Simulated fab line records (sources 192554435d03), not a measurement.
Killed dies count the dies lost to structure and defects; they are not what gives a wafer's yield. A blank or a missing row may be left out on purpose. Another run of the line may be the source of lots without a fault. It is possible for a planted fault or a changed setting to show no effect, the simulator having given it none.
Problem report, 8D (eight disciplines) form, completed by code | flow n5-finfet | the parts of the form that need people (team, actions taken, sign-off) are left out

1. PROBLEM STATEMENT
Wafers without a fault read 1499.9 rpm, standard deviation 0.89; spin-speed-rpm at N5_HKMG_FIN_COAT_41 reads a mean of 1422.3 rpm on 6 wafers belonging to 2 lots. Measured from the usual mean, that is -87 standard deviations.
The step: time 60 s, resist thk 300 nm.
Earliest sighting: wafer L477.3 on litho-track-04 at day 7 11:14. The record has a number at this step for 12 wafers belonging to 4 lots. The rule behind "out" and "out of limits": a value lying over 4 standard deviations away from the usual mean. Any other wafer with a number is counted as sound.

2. WHAT IT IS, AND WHAT IT ISN'T
question                    | is                     | is not
which readings at this step | spin-speed-rpm         | heater-power-total-W, resist-line-temp-C
which lots                  | L477, L479             | L476, L478
which wafers of those lots  | all that have a number | -
read on which tools         | litho-track-04         | litho-track-05
when                        | from day 7 11:14       | up to then (3 sound wafers); but 3 sound wafers of L478 came after

3. WHAT RULES OUT EACH SUSPECT
Counting: any tool at a process step up to the reading is kept as a suspect provided that every lot that is out went through it and no sound lot did after the first of them.
- litho-track-04 at N5_HKMG_FIN_COAT_41 (time 60 s, resist thk 300 nm): kept. It processed each lot that is out, first L477 at day 7 11:14, and no sound lot thereafter; up to then, the last sound lot it processed was L476 at day 7 05:23. Its own readings are out on those wafers: spin-speed-rpm.
After counting, what remains is litho-track-04 at N5_HKMG_FIN_COAT_41.

4. THE CAUSE (what the simulator had put in)
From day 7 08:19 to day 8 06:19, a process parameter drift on litho-track-04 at N5_HKMG_FIN_COAT_41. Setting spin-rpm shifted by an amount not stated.
Counting left only this tool.

5. SEQUENCE OF EFFECTS, ordered by route
One row per reading whose mean, taken over the struck wafers that have a number, lies over 3 standard deviations from the usual. Readings are gone through only where the record gives a usual standard deviation; hours: the median, over the lots, of the time from a lot's start at the first step in this table giving one to that lot's start at this step; sigmas: the change measured in usual standard deviations.
hours | step                | reading        | usual      | on struck wafers | change | sigmas
0     | N5_HKMG_FIN_COAT_41 | spin-speed-rpm | 1499.9 rpm | 1422.3           | -77.6  | -87
Process steps it contains:
- N5_HKMG_FIN_COAT_41: time 60 s, resist thk 300 nm.
At these later measuring or inspecting steps, every struck wafer for which the step has a row has a number for every such reading, and none has moved that far: N5_BEOL_M4_RC_MEAS_101.

6. HOW IT WOULD HAVE BEEN CAUGHT EARLIER
In this record the first reading out of limits was taken at day 7 11:14, 3 hours after the fault began at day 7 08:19.
